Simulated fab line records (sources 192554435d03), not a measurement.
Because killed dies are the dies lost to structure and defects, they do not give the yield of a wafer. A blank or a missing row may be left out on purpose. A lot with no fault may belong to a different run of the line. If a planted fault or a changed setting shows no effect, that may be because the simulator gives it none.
Shared-tool check + flow n5 finfet + Sampled: 8 lots, 23 wafers

== REASON IT WAS OPENED ==
Flagged at N5_SD_EPI_N_INSPECT_26: reading raw defect count, on 2 of 8 lots. Wafers without a fault read 209, standard deviation 43.
Rule: flag the lot when none of its wafers has a number, or when each of its wafers that has one lies beyond 4 standard deviations from that mean. The other lots count as sound.

| lot  | measured    | on                | raw defect count, wafer by wafer | flag    |
|------|-------------|-------------------|----------------------------------|---------|
| L992 | day 3 18:12 | defect inspect-02 | 199 202 233                      |         |
| L993 | day 3 23:17 | defect inspect-01 | 134 129 132                      |         |
| L101 | day 6 02:05 | defect inspect-02 | 330 274                          |         |
| L102 | day 6 09:20 | defect inspect-02 | 229 234 173                      |         |
| L103 | day 6 17:38 | defect inspect-02 | 802 695 747                      | FLAGGED |
| L104 | day 6 19:41 | defect inspect-01 | 270 250 300                      |         |
| L106 | day 7 14:53 | defect inspect-01 | 722 744 783                      | FLAGGED |
| L113 | day 8 23:36 | defect inspect-01 | 280 219 255                      |         |
The numbers of the flagged lots are 749 on average: +540 against the usual, or +13 standard deviations.

== LOT BY LOT: THE TOOL USED ==
Before the reading, the record contains 3 process steps out of a 1938-step route. In each cell: the tool, then ch and the chambers that the sampled wafers went through, then the start.
| lot  | flag    | N5_SPACER0_ALD_07                | N5_SD_EPI_N_ETCH_35               | N5_SD_EPI_N_ETCH_45               |
|------|---------|----------------------------------|-----------------------------------|-----------------------------------|
| L992 |         | ald sin-04 ch 1,2,3, day 3 13:20 | rie diel-05 ch 0,2,3, day 3 14:21 | rie diel-05 ch 0,2,3, day 3 14:46 |
| L993 |         | ald sin-03 ch 0,2,3, day 3 18:11 | rie diel-04 ch 0,1,2, day 3 19:25 | rie diel-04 ch 0,1,2, day 3 19:50 |
| L101 |         | ald sin-03 ch 2, day 5 21:02     | rie diel-05 ch 0,3, day 5 22:14   | rie diel-05 ch 0,3, day 5 22:40   |
| L102 |         | ald sin-01 ch 0,2,3, day 6 03:36 | rie diel-05 ch 0,3, day 6 05:17   | rie diel-05 ch 0,3, day 6 05:43   |
| L103 | FLAGGED | ald sin-03 ch 1,2,3, day 6 11:44 | rie diel-05 ch 0,1,2, day 6 12:59 | rie diel-05 ch 0,1,2, day 6 13:25 |
| L104 |         | ald sin-01 ch 1,2,3, day 6 14:38 | rie diel-04 ch 0,1, day 6 15:40   | rie diel-04 ch 0,1, day 6 16:05   |
| L106 | FLAGGED | ald sin-03 ch 2,3, day 7 09:53   | rie diel-05 ch 0,2,3, day 7 11:02 | rie diel-05 ch 0,2,3, day 7 11:28 |
| L113 |         | ald sin-03 ch 0,2,3, day 8 17:15 | rie diel-04 ch 0,1, day 8 18:59   | rie diel-04 ch 0,1, day 8 19:25   |
What is done by these steps:
- N5_SPACER0_ALD_07: deposits SiNx, target thk 2 nm.
- N5_SD_EPI_N_ETCH_35: etches SOC in N2/H2, overetch 108 nm, time 486 s.
- N5_SD_EPI_N_ETCH_45: etches SiOCN in CH3F/O2, target depth 6 nm.
- N5_SD_EPI_N_INSPECT_26: inspects for defects (darkfield).

== FLAGGED OVER TOTAL, TOOL BY TOOL (the gauges that took the reading come last) ==
| step                   | tool              | lots run | flagged | share of the flagged lots | sound lots run after its first flagged lot |
|------------------------|-------------------|----------|---------|---------------------------|--------------------------------------------|
| N5_SPACER0_ALD_07      | ald sin-01        | 2        | 0       | none                      | -                                          |
| N5_SPACER0_ALD_07      | ald sin-03        | 5        | 2       | all                       | 1 (L113)                                   |
| N5_SPACER0_ALD_07      | ald sin-04        | 1        | 0       | none                      | -                                          |
| N5_SD_EPI_N_ETCH_35    | rie diel-04       | 3        | 0       | none                      | -                                          |
| N5_SD_EPI_N_ETCH_35    | rie diel-05       | 5        | 2       | all                       | 0                                          |
| N5_SD_EPI_N_ETCH_45    | rie diel-04       | 3        | 0       | none                      | -                                          |
| N5_SD_EPI_N_ETCH_45    | rie diel-05       | 5        | 2       | all                       | 0                                          |
| N5_SD_EPI_N_INSPECT_26 | defect inspect-01 | 4        | 1       | some                      | 1 (L113)                                   |
| N5_SD_EPI_N_INSPECT_26 | defect inspect-02 | 4        | 1       | some                      | 0                                          |

== WHAT IS ALLOWED BY THE TABLE ==
All flagged lots were run by 3 table rows, namely ald sin-03 at N5_SPACER0_ALD_07, rie diel-05 at N5_SD_EPI_N_ETCH_35, rie diel-05 at N5_SD_EPI_N_ETCH_45.
- ald sin-03 at N5_SPACER0_ALD_07: 2 of its 5 lots flagged. Lots that were sound ran on it after the first flagged one (L113); a persistent fault on the entire tool would not allow that.
- rie diel-05 at N5_SD_EPI_N_ETCH_35: 2 of its 5 lots flagged. It ran its last sound lot, L102, at day 6 05:17 and its first flagged lot, L103, at day 6 12:59: a fault with its onset between the two fits.
- rie diel-05 at N5_SD_EPI_N_ETCH_45: 2 of its 5 lots flagged. It ran its last sound lot, L102, at day 6 05:43 and its first flagged lot, L103, at day 6 13:25: a fault with its onset between the two fits.
One tool is left: rie diel-05 at N5_SD_EPI_N_ETCH_35 and N5_SD_EPI_N_ETCH_45.

== WHAT THE SIMULATOR HAD INSERTED ==
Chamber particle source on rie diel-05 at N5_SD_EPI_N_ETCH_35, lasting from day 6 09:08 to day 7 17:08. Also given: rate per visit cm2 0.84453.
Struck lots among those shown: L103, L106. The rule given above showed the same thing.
